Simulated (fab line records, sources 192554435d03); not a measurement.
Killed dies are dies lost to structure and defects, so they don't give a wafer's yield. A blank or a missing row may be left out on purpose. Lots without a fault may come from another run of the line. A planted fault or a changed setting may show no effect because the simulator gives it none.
Split-lot experiment | flow n5_finfet | 7 lots, 39 wafers read, on a route of 1938 steps

THE SPLIT
At N5_BEOL_M8_CVD_78 (deposits Co from CCTBA/H2, target thk 2 nm, time 142.3 s), the setting target_thk_a was moved away from the recipe's 20 angstrom on 18 of the 39 wafers read, by -44.5% to +54.8%. The other wafers ran this setting at the recipe's value.

The reading is taken at the split's own step.

THE READING
Co_of_BEOL_M8_CVD_78.thk_nm (the simulator's own value, which no gauge read), in nm, at N5_BEOL_M8_CVD_78 (deposits Co from CCTBA/H2, target thk 2 nm, time 142.3 s). The file gives no usual value for it. The 21 wafers here that ran the recipe average 2.1 nm, standard deviation 0.13 nm.

wafer  | tool, chamber at the split | target_thk_a as run, angstrom | against the recipe | Co_of_BEOL_M8_CVD_78.thk_nm, nm | against lot-mates on the recipe
L079.1 | cvd_co-02, 1,1,0           | 20                            | recipe             | 2                               | -
L079.5 | cvd_co-02, 1,1,0           | 20                            | recipe             | 2                               | -
L079.6 | cvd_co-02, 1,1,0           | 20                            | recipe             | 2                               | -
L079.2 | cvd_co-02, 0               | 12.54                         | -37.3%             | 1.2                             | -0.8
L079.3 | cvd_co-02, 2               | 12.54                         | -37.3%             | 1.6                             | -0.4
L079.4 | cvd_co-02, 2               | 12.54                         | -37.3%             | 1.4                             | -0.6
L084.2 | cvd_co-01, 1               | 20                            | recipe             | 2.2                             | -
L084.4 | cvd_co-01, 0               | 20                            | recipe             | 2.4                             | -
L084.5 | cvd_co-01, 1               | 20                            | recipe             | 2                               | -
L087.1 | cvd_co-01, 0,2             | 11.09                         | -44.5%             | 1.2                             | -0.9
L087.6 | cvd_co-01, 0,2             | 11.09                         | -44.5%             | 1.2                             | -0.9
L087.2 | cvd_co-01, 2,0             | 20                            | recipe             | 2                               | -
L087.4 | cvd_co-01, 2,0             | 20                            | recipe             | 2                               | -
L087.3 | cvd_co-01, 1               | 11.09                         | -44.5%             | 1                               | -1.1
L087.5 | cvd_co-01, 1               | 20                            | recipe             | 2.2                             | -
L090.1 | cvd_co-01, 2,0             | 20                            | recipe             | 2                               | -
L090.5 | cvd_co-01, 2,0             | 20                            | recipe             | 2                               | -
L090.2 | cvd_co-01, 0               | 15.42                         | -22.9%             | 1.6                             | -0.5
L090.3 | cvd_co-01, 0               | 15.42                         | -22.9%             | 1.6                             | -0.5
L090.4 | cvd_co-01, 2               | 20                            | recipe             | 2.2                             | -
L090.6 | cvd_co-01, 2               | 15.42                         | -22.9%             | 1.4                             | -0.7
L092.1 | cvd_co-01, 0               | 20                            | recipe             | 2.2                             | -
L092.2 | cvd_co-01, 2,2,0           | 30.82                         | +54.1%             | 3.2                             | +1.1
L092.3 | cvd_co-01, 2,2,0           | 30.82                         | +54.1%             | 3.2                             | +1.1
L092.6 | cvd_co-01, 2,2,0           | 30.82                         | +54.1%             | 3.2                             | +1.1
L092.4 | cvd_co-01, 0,2             | 20                            | recipe             | 2                               | -
L092.5 | cvd_co-01, 0,2             | 20                            | recipe             | 2                               | -
L094.1 | cvd_co-02, 0,2             | 27.22                         | +36.1%             | 3                               | +0.8
L094.5 | cvd_co-02, 0,2             | 27.22                         | +36.1%             | 3                               | +0.8
L094.2 | cvd_co-02, 2               | 20                            | recipe             | 2.4                             | -
L094.3 | cvd_co-02, 1               | 20                            | recipe             | 2.2                             | -
L094.4 | cvd_co-02, 1               | 20                            | recipe             | 2                               | -
L094.6 | cvd_co-02, 0               | 27.22                         | +36.1%             | 2.8                             | +0.6
L096.1 | cvd_co-01, 0,1,2           | 20                            | recipe             | 2                               | -
L096.3 | cvd_co-01, 0,1,2           | 20                            | recipe             | 2                               | -
L096.4 | cvd_co-01, 0,1,2           | 20                            | recipe             | 2                               | -
L096.2 | cvd_co-01, 2,0             | 30.96                         | +54.8%             | 3                               | +1.0
L096.6 | cvd_co-01, 2,0             | 30.96                         | +54.8%             | 3                               | +1.0
L096.5 | cvd_co-01, 1               | 30.96                         | +54.8%             | 3.2                             | +1.2
Where a row lists several chambers, the file gives one row for several wafers and doesn't say which wafer went through which chamber.

THE FIT
A straight line over all 39 wafers: Co_of_BEOL_M8_CVD_78.thk_nm changes by +0.0203 nm for each +1% of target_thk_a; r = +0.98; the points scatter about the line by 0.14 nm.
The same after taking each lot's own level away (the mean of its wafers on the recipe; 39 wafers): +0.02 nm for each +1%; r = +0.98; scatter 0.12 nm.
On that fit, the largest move of target_thk_a shifts the reading by 1.1 nm.
The lots' own levels span 2.00 to 2.20 nm, that is 1.5 times the standard deviation above.
So the lot-to-lot level changes the slope little: the two slopes agree.
Check: with one of the wafers moved furthest among these (+54.8%) left out of the fit, the line predicts +1.11 nm for it against its lot-mates. It came out at +1 nm against them.

OTHER SPLITS ON THESE WAFERS
These wafers also went through other splits before the reading. Each is held against what the fit with the lots' levels taken away leaves over:
other split on the same wafers           | wafers away from the commonest value | r with Co_of_BEOL_M8_CVD_78.thk_nm (lot level and that fit taken away)
N5_BEOL_M2_TRENCH_ETCH_37 target_depth_a | 12                                   | -0.22

THE FILE'S OWN FIT
Co_of_BEOL_M8_CVD_78.thk_nm changes by +0.02 nm for each +1% of target_thk_a, r = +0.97.
